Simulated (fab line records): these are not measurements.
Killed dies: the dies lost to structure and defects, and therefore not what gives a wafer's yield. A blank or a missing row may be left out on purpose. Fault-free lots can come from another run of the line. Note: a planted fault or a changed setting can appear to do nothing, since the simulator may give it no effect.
Split-lot experiment -- flow n5_finfet -- 21 wafers read across 7 lots, on a route 1938 steps long

== THE SPLIT ITSELF ==
At N5_BEOL_M15_COAT_22 (resist thk 800 nm), the setting spin_rpm was moved away from the recipe's 1704 rpm on 4 of the 21 wafers read, by -8.3% to +5.5%. All remaining wafers had this setting at the recipe value.

The split's own step is where the reading is taken.

== THE READING ==
coat_of_BEOL_M15_COAT_22.thk_nm (the simulator's own value, which no gauge read), in nm, at N5_BEOL_M15_COAT_22 (resist thk 800 nm). The file does not state a usual value for it. Across the 17 wafers here that went through the recipe, the average is 800.1 nm and the standard deviation 3.5 nm.

wafer,"tool, chamber at the split","spin_rpm as run, rpm",against the recipe,"coat_of_BEOL_M15_COAT_22.thk_nm, nm",against lot-mates on the recipe
L074.3,"litho_track-01, 0",1704,recipe,802.4,-
L074.4,"litho_track-01, 0",1704,recipe,803.4,-
L074.6,"litho_track-01, 0",1704,recipe,802,-
L075.1,"litho_track-02, 0",1704,recipe,801.2,-
L075.2,"litho_track-02, 0",1603,-5.9%,824.4,+23.9
L075.3,"litho_track-02, 0",1704,recipe,799.8,-
L077.2,"litho_track-02, 0",1704,recipe,794.4,-
L077.3,"litho_track-02, 0",1798,+5.5%,777,-17.4
L077.5,"litho_track-02, 0",1798,+5.5%,774.2,-20.2
L078.2,"litho_track-01, 0",1704,recipe,807.2,-
L078.5,"litho_track-01, 0",1704,recipe,805,-
L078.6,"litho_track-01, 0",1704,recipe,803.6,-
L087.1,"litho_track-01, 0",1704,recipe,800.8,-
L087.3,"litho_track-01, 0",1704,recipe,798.8,-
L087.4,"litho_track-01, 0",1704,recipe,799.4,-
L092.3,"litho_track-03, 0",1563,-8.3%,831,+35.1
L092.4,"litho_track-03, 0",1704,recipe,795.6,-
L092.6,"litho_track-03, 0",1704,recipe,796.2,-
L097.1,"litho_track-03, 0",1704,recipe,796.4,-
L097.4,"litho_track-03, 0",1704,recipe,798,-
L097.5,"litho_track-03, 0",1704,recipe,797.6,-

THE FIT
A straight line over all 21 wafers: coat_of_BEOL_M15_COAT_22.thk_nm changes by -4.08 nm for each +1% of spin_rpm; r = -0.96; the points scatter about the line by 3.4 nm.
The same after taking each lot's own level away (the mean of its wafers on the recipe; 21 wafers): -3.88 nm for each +1%; r = -0.99; scatter 1.4 nm.
Per that fit: largest spin_rpm move, reading shift of 32 nm.
The lots' own levels span 794.40 to 805.27 nm, that is 3.1 times the standard deviation above.
The two slopes are in agreement: the lot-to-lot level therefore moves the slope only a little.
Check: for one of the wafers moved furthest among these (-8.3%), held out of the fit, the line's prediction against its lot-mates is +30.4 nm. Against them it came out at +35.1 nm.

== THESE WAFERS: OTHER SPLITS ==
These wafers also went through other splits before the reading. Each is held against what the fit with the lots' levels taken away leaves over:
other split on the same wafers,wafers away from the commonest value,r with coat_of_BEOL_M15_COAT_22.thk_nm (lot level and that fit taken away)
N5_BEOL_M11_COAT_59 spin_rpm,7,-0.10
N5_BEOL_M11_ETCH_66 time_s,8,-0.03
N5_BEOL_M11_TRENCH_ETCH_37 time_s,6,+0.10
N5_BEOL_M13_COAT_04 spin_rpm,6,-0.21
N5_BEOL_M14_EXPOSE_07 dose_mj,7,+0.03

== THE FILE'S OWN FIT ==
coat_of_BEOL_M15_COAT_22.thk_nm changes by -4 nm for each +1% of spin_rpm, r = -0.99.
